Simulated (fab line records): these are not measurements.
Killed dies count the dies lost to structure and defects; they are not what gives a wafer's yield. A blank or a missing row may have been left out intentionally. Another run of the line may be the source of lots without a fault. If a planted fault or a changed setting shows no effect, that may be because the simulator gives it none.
Chamber matching    flow n5_finfet    4 sister chambers for N5_FIN_SAQP_ETCH_34 on rie_diel-06
The step etches SiO2 in C4F6/O2, target depth 45 nm, time 15 s. 14 wafers are shown with their chamber, then 7 later ones without.

== WAFERS WITH THEIR CHAMBER ==
wafer   chamber  rf_vpp_V (V)  showerhead_plenum_p_Torr (Torr)  throttle_valve_pct (%)
L076.3  2        637           2.94                             20.87
L076.4  1        676           2.90                             21.09
L076.5  1        676           2.90                             21.09
L079.1  2        638           2.94                             20.87
L079.2  3        663           2.74                             20.98
L079.3  0        684           2.90                             20.64
L081.2  3        662           2.73                             20.98
L081.3  2        639           2.93                             20.89
L081.4  0        683           2.90                             20.63
L085.3  3        661           2.73                             20.99
L085.4  2        638           2.93                             20.89
L085.6  0        684           2.89                             20.67
L087.1  0        683           2.89                             20.65
L087.2  2        638           2.93                             20.90

SIGNATURES (averages over the wafers above)
reading                   chamber 0  chamber 1  chamber 2  chamber 3  scatter within a chamber
rf_vpp_V                  683.50     676.00     638.00     662.00     0.707
showerhead_plenum_p_Torr  2.8950     2.9000     2.9340     2.7333     0.00535
throttle_valve_pct        20.6475    21.0900    20.8840    20.9833    0.0129
Rule: a wafer's distance from a chamber is the root of the sum, over the readings, of the square of ((its reading less the chamber's mean) divided by the reading's scatter). If the next closest chamber is less than 2 further off than the closest, the wafer can't be placed; otherwise it belongs to the closest. The scatter: take each reading less its chamber's mean, square it, sum over the shown wafers, divide by the number of wafers less the number of chambers, and take the root.

== WAFERS MISSING THEIR CHAMBER ==
wafer   rf_vpp_V (V)  showerhead_plenum_p_Torr (Torr)  throttle_valve_pct (%)
L087.5  663           2.73                             21.00
L095.2  663           2.72                             21.02
L095.3  673           2.88                             21.14
L095.6  662           2.72                             21.01
L096.1  662           2.72                             21.04
L096.2  674           2.88                             21.14
L096.4  662           2.72                             21.03

== EACH ONE'S CHAMBER ==
wafer   from the rows above  in truth
L087.5  3                    3
L095.2  3                    3
L095.3  1                    1
L095.6  3                    3
L096.1  3                    3
L096.2  1                    1
L096.4  3                    3
Correct placement for 7 of the 7. Number that these rows cannot place: 0. 0 placed wrongly.
